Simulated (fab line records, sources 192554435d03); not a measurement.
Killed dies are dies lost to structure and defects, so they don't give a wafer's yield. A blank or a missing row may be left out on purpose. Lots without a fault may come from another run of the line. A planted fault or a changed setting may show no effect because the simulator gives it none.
Split-lot experiment | flow n5_finfet | 7 lots, 21 wafers read, on a route of 1938 steps

THE SPLIT
At N5_MIM_BOT_ETCH_ETCH_04 (etches SiNx in CF4/O2, target depth 26 nm, time 13 s), the setting time_s was moved away from the recipe's 13 s on 7 of the 21 wafers read, by -21.7% to +7.9%. The other wafers ran this setting at the recipe's value.

The reading is taken at the split's own step.

THE READING
etch.depth_nm (the simulator's own value, which no gauge read), in nm, at N5_MIM_BOT_ETCH_ETCH_04 (etches SiNx in CF4/O2, target depth 26 nm, time 13 s). The file gives no usual value for it. The 14 wafers here that ran the recipe average 26.88 nm, standard deviation 0.67 nm.

wafer  | tool, chamber at the split | time_s as run, s | against the recipe | etch.depth_nm, nm | against lot-mates on the recipe
L082.2 | rie_diel-05, 3             | 13               | recipe             | 27.37             | -
L082.4 | rie_diel-05, 3             | 13               | recipe             | 27.06             | -
L082.6 | rie_diel-05, 3             | 13               | recipe             | 27.26             | -
L081.1 | rie_diel-03, 0             | 13               | recipe             | 26.12             | -
L081.2 | rie_diel-03, 3             | 11.84            | -8.9%              | 24.76             | -1.12
L081.3 | rie_diel-03, 2             | 13               | recipe             | 25.65             | -
L083.3 | rie_diel-05, 1             | 13               | recipe             | 26.07             | -
L083.4 | rie_diel-05, 3             | 10.42            | -19.8%             | 22.02             | -4.13
L083.6 | rie_diel-05, 0             | 13               | recipe             | 26.23             | -
L087.1 | rie_diel-03, 1             | 13               | recipe             | 26.92             | -
L087.2 | rie_diel-03, 3             | 13               | recipe             | 27.61             | -
L087.3 | rie_diel-03, 2             | 10.18            | -21.7%             | 20.2              | -7.07
L088.1 | rie_diel-05, 1             | 13               | recipe             | 26.32             | -
L088.4 | rie_diel-05, 2             | 13               | recipe             | 27.52             | -
L088.6 | rie_diel-05, 3             | 13               | recipe             | 27.81             | -
L086.1 | rie_diel-05, 2             | 13               | recipe             | 27.6              | -
L086.2 | rie_diel-05, 0             | 11.18            | -14.0%             | 22.77             | -4.83
L086.3 | rie_diel-05, 1             | 11.18            | -14.0%             | 22.3              | -5.30
L090.2 | rie_diel-03, 2             | 14.03            | +7.9%              | 27.07             | +0.22
L090.4 | rie_diel-03, 3             | 14.03            | +7.9%              | 29.19             | +2.34
L090.6 | rie_diel-03, 1             | 13               | recipe             | 26.85             | -

THE FIT
A straight line over all 21 wafers: etch.depth_nm changes by +0.269 nm for each +1% of time_s; r = +0.94; the points scatter about the line by 0.78 nm.
The same after taking each lot's own level away (the mean of its wafers on the recipe; 21 wafers): +0.273 nm for each +1%; r = +0.94; scatter 0.83 nm.
On that fit, the largest move of time_s shifts the reading by 5.9 nm.
The lots' own levels span 25.885 to 27.600 nm, that is 2.6 times the standard deviation above.
So the lot-to-lot level changes the slope little: the two slopes agree.
Check: with one of the wafers moved furthest among these (-21.7%) left out of the fit, the line predicts -5.58 nm for it against its lot-mates. It came out at -7.07 nm against them.

OTHER SPLITS ON THESE WAFERS
These wafers also went through other splits before the reading. Each is held against what the fit with the lots' levels taken away leaves over:
other split on the same wafers    | wafers away from the commonest value | r with etch.depth_nm (lot level and that fit taken away)
N5_BEOL_M15_TRENCH_ETCH_34 time_s | 4                                    | +0.19

THE FILE'S OWN FIT
etch.depth_nm changes by +0.271 nm for each +1% of time_s, r = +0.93.
